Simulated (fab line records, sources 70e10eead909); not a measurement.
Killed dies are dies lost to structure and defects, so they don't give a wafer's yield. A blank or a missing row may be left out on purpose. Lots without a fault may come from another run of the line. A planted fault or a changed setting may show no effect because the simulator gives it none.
Chamber matching | flow nand_harc | NHARC_THIN_TSV_ETCHBACK_48 on rie_diel-02: 4 sister chambers
The step etches the open film in C4F8/Ar, target depth 1028.5 nm, time 405.17 s. 8 wafers are shown with their chamber, then 7 later ones without.

WAFERS WITH THEIR CHAMBER
wafer  | chamber | rf_vpp_V (V) | chamber_pressure_mTorr (mTorr)
L433.1 | 3       | 542          | 24.963
L433.6 | 0       | 552          | 25.021
L438.6 | 2       | 543          | 24.987
L453.1 | 3       | 542          | 25.024
L453.2 | 0       | 551          | 25.047
L453.5 | 1       | 542          | 24.987
L454.3 | 1       | 541          | 24.985
L454.5 | 2       | 543          | 24.994

WAFERS WITHOUT THEIR CHAMBER
wafer  | rf_vpp_V (V) | chamber_pressure_mTorr (mTorr)
L454.6 | 542          | 24.997
L452.1 | 553          | 25.048
L452.4 | 541          | 24.963
L452.6 | 543          | 25.032
L456.3 | 541          | 24.999
L456.4 | 542          | 24.988
L456.5 | 552          | 25.052

WHICH CHAMBER EACH WENT THROUGH
wafer  | from the rows above          | in truth
L454.6 | can't be placed: 3 or 1 or 2 | 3
L452.1 | 0                            | 0
L452.4 | can't be placed: 1 or 3      | 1
L452.6 | can't be placed: 2 or 3 or 1 | 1
L456.3 | can't be placed: 1 or 3      | 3
L456.4 | can't be placed: 3 or 1 or 2 | 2
L456.5 | 0                            | 0
Placed correctly: 2 of 7. Can't be placed from these rows: 5 (the true chamber is among the candidates in 5). Placed wrongly: 0.
How it was worked out, from the rows above alone: a wafer's distance from a chamber is the root of the sum, over the readings, of the square of ((its reading less the chamber's mean) divided by the reading's scatter). The wafer belongs to the nearest chamber; if the next one is less than 2 further off, it can't be placed. A chamber's mean is the mean of its shown wafers. The scatter: the root of (the sum of the squares of (reading less its chamber's mean) over the shown wafers, divided by (wafers less chambers)).
